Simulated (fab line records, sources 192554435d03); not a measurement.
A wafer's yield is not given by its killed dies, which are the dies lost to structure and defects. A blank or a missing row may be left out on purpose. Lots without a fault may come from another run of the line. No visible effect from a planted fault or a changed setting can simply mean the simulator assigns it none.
Matching of chambers ; flow n5_finfet ; N5_MOL_CONTACT_COAG_ETCH_47 on rie_diel-06: 4 sister chambers
The step etches SiNx in CH3F/O2, stops on W, target depth 27 nm. 8 wafers are shown with their chamber, then 11 later ones without.

== EACH WAFER AND ITS CHAMBER ==
wafer;chamber;drypump_motor_current_A (A);showerhead_plenum_p_Torr (Torr)
L074.5;3;5.7;1.97
L083.5;1;5.6;2.07
L085.4;2;5.0;2.09
L085.6;0;5.2;2.09
L089.1;0;5.2;2.09
L089.3;2;4.9;2.09
L089.5;1;5.6;2.06
L090.2;3;5.6;1.96

== WAFERS WITHOUT THEIR CHAMBER ==
wafer;drypump_motor_current_A (A);showerhead_plenum_p_Torr (Torr)
L090.3;4.9;2.09
L090.4;5.2;2.09
L091.1;5.6;2.06
L091.5;5.6;2.06
L091.6;5.7;1.96
L093.1;4.9;2.09
L093.3;5.6;2.06
L093.5;5.2;2.09
L094.1;5.6;1.96
L094.2;5.2;2.09
L094.5;5.7;1.96

== WHICH CHAMBER EACH WENT THROUGH ==
wafer;from the rows above;in truth
L090.3;2;2
L090.4;0;0
L091.1;1;1
L091.5;1;1
L091.6;3;3
L093.1;2;2
L093.3;1;1
L093.5;0;0
L094.1;3;3
L094.2;0;0
L094.5;3;3
Correctly placed: 11 of 11. Left unplaced by these rows: 0. Number placed wrongly: 0.
How it was worked out, from the rows above alone: a wafer's distance from a chamber is the root of the sum, over the readings, of the square of ((its reading less the chamber's mean) divided by the reading's scatter). If the next closest chamber is less than 2 further off than the closest, the wafer can't be placed; otherwise it belongs to the closest. Each chamber's mean is taken over the wafers shown for it. How the scatter is found: for the shown wafers, subtract from each reading the mean of its chamber, square and add these, divide the total by (wafers less chambers), then take the root.
